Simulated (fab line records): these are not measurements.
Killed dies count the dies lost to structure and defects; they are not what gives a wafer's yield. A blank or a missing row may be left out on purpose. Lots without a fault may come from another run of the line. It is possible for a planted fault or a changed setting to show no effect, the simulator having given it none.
Matching of chambers :: flow n5-finfet :: 4 sister chambers for N5_BEOL_M9_VIA_ETCH_34 on rie-diel-02
The step etches SiCOH lowk in C4F6/O2, target depth 182.4 nm, time 68.4 s. 7 wafers are shown with their chamber, then 9 later ones without.

== WAFERS PAIRED WITH THEIR CHAMBERS ==
wafer: L078.6
chamber: 0
rf-vpp-V (V): 655
drypump-motor-current-A (A): 5.2

wafer: L083.2
chamber: 1
rf-vpp-V (V): 667
drypump-motor-current-A (A): 5.7

wafer: L088.2
chamber: 3
rf-vpp-V (V): 664
drypump-motor-current-A (A): 5.5

wafer: L088.5
chamber: 2
rf-vpp-V (V): 690
drypump-motor-current-A (A): 5.0

wafer: L090.1
chamber: 2
rf-vpp-V (V): 688
drypump-motor-current-A (A): 5.0

wafer: L090.3
chamber: 3
rf-vpp-V (V): 663
drypump-motor-current-A (A): 5.5

wafer: L090.5
chamber: 1
rf-vpp-V (V): 668
drypump-motor-current-A (A): 5.6

== WAFERS WITH NO CHAMBER GIVEN ==
wafer: L094.2
rf-vpp-V (V): 667
drypump-motor-current-A (A): 5.6

wafer: L094.5
rf-vpp-V (V): 655
drypump-motor-current-A (A): 5.2

wafer: L094.6
rf-vpp-V (V): 669
drypump-motor-current-A (A): 5.7

wafer: L092.1
rf-vpp-V (V): 662
drypump-motor-current-A (A): 5.5

wafer: L092.2
rf-vpp-V (V): 689
drypump-motor-current-A (A): 5.0

wafer: L092.5
rf-vpp-V (V): 667
drypump-motor-current-A (A): 5.6

wafer: L093.2
rf-vpp-V (V): 655
drypump-motor-current-A (A): 5.2

wafer: L093.4
rf-vpp-V (V): 656
drypump-motor-current-A (A): 5.2

wafer: L093.6
rf-vpp-V (V): 666
drypump-motor-current-A (A): 5.7

== CHAMBER TAKEN BY EACH ==
wafer: L094.2
from the rows above: 1
in truth: 1

wafer: L094.5
from the rows above: 0
in truth: 0

wafer: L094.6
from the rows above: 1
in truth: 1

wafer: L092.1
from the rows above: 3
in truth: 3

wafer: L092.2
from the rows above: 2
in truth: 2

wafer: L092.5
from the rows above: 1
in truth: 1

wafer: L093.2
from the rows above: 0
in truth: 0

wafer: L093.4
from the rows above: 0
in truth: 0

wafer: L093.6
from the rows above: 1
in truth: 1
Placed correctly: 9 of 9. Can't be placed from these rows: 0. Number placed wrongly: 0.
How it was worked out, from the rows above alone: a wafer's distance from a chamber is the root of the sum, over the readings, of the square of ((its reading less the chamber's mean) divided by the reading's scatter). If the next closest chamber is less than 2 further off than the closest, the wafer can't be placed; otherwise it belongs to the closest. For every chamber, the mean is computed from those of its wafers that are shown. The scatter is the square root of a quotient: the sum, over the shown wafers, of each reading's squared deviation from its chamber's mean, divided by wafers minus chambers.
